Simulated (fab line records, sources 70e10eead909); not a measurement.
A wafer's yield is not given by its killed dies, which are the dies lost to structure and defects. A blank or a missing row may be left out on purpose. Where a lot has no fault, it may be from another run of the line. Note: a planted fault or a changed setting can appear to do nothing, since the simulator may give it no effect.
Matching of chambers / flow nand-harc / 3 sister chambers for NHARC_P_BONDPAD_DEP_00 on pecvd-04
The step deposits SiCN, target thk 250 nm. 6 wafers are shown with their chamber, then 7 later ones without.

== WAFERS PAIRED WITH THEIR CHAMBERS ==
wafer=L078.4; chamber=1; heater-power-w (W)=687
wafer=L078.6; chamber=0; heater-power-w (W)=506
wafer=L087.4; chamber=1; heater-power-w (W)=646
wafer=L087.6; chamber=2; heater-power-w (W)=676
wafer=L090.2; chamber=0; heater-power-w (W)=555
wafer=L090.5; chamber=2; heater-power-w (W)=689

== WAFERS WITH NO CHAMBER GIVEN ==
wafer=L090.6; heater-power-w (W)=561
wafer=L093.1; heater-power-w (W)=656
wafer=L093.2; heater-power-w (W)=476
wafer=L093.5; heater-power-w (W)=480
wafer=L096.1; heater-power-w (W)=654
wafer=L096.2; heater-power-w (W)=532
wafer=L096.4; heater-power-w (W)=550

== CHAMBER TAKEN BY EACH ==
wafer=L090.6; from the rows above=0; in truth=0
wafer=L093.1; from the rows above=can't be placed: 1 or 2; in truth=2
wafer=L093.2; from the rows above=0; in truth=0
wafer=L093.5; from the rows above=0; in truth=0
wafer=L096.1; from the rows above=can't be placed: 1 or 2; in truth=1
wafer=L096.2; from the rows above=0; in truth=0
wafer=L096.4; from the rows above=0; in truth=0
Correct placement for 5 of the 7. From these rows, 2 cannot be placed; in 2 the true chamber is one of the candidates. 0 placed wrongly.
How it was worked out, from the rows above alone: a wafer's distance from a chamber is the root of the sum, over the readings, of the square of ((its reading less the chamber's mean) divided by the reading's scatter). The wafer belongs to the nearest chamber; if the next one is less than 2 further off, it can't be placed. For every chamber, the mean is computed from those of its wafers that are shown. How the scatter is found: for the shown wafers, subtract from each reading the mean of its chamber, square and add these, divide the total by (wafers less chambers), then take the root.
